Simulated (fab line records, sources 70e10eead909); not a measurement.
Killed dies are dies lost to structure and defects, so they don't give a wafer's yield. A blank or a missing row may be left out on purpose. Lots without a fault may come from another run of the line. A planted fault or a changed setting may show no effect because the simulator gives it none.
Chamber matching | flow nand_harc | NHARC_P_M2_CMP_23 on cmp-02: 4 sister chambers
The step polishes, t overpolish 20 s, target thk 144.3 nm. 4 wafers are shown with their chamber, then 7 later ones without.

WAFERS WITH THEIR CHAMBER
wafer  | chamber | motor_current_A (A)
L411.5 | 3       | 12.4
L414.1 | 0       | 12.1
L418.1 | 2       | 13.5
L418.2 | 1       | 10.9

WAFERS WITHOUT THEIR CHAMBER
wafer  | motor_current_A (A)
L418.6 | 11.7
L419.1 | 11.8
L419.2 | 13.0
L419.3 | 11.6
L420.2 | 13.7
L420.5 | 13.5
L420.6 | 10.9

WHICH CHAMBER EACH WENT THROUGH
wafer  | from the rows above          | in truth
L418.6 | can't be placed: 0 or 3 or 1 | 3
L419.1 | can't be placed: 0 or 3 or 1 | 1
L419.2 | can't be placed: 2 or 3 or 0 | 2
L419.3 | can't be placed: 0 or 1 or 3 | 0
L420.2 | 2                            | 2
L420.5 | 2                            | 2
L420.6 | 1                            | 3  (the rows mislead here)
Placed correctly: 2 of 7. Can't be placed from these rows: 4 (the true chamber is among the candidates in 4). Placed wrongly: 1.
How it was worked out, from the rows above alone: a wafer's distance from a chamber is the root of the sum, over the readings, of the square of ((its reading less the chamber's mean) divided by the reading's scatter). The wafer belongs to the nearest chamber; if the next one is less than 2 further off, it can't be placed. A chamber's mean is the mean of its shown wafers. The scatter: with one shown wafer a chamber, the root of the mean of the squares of how far each hidden wafer lies from its nearest shown one.
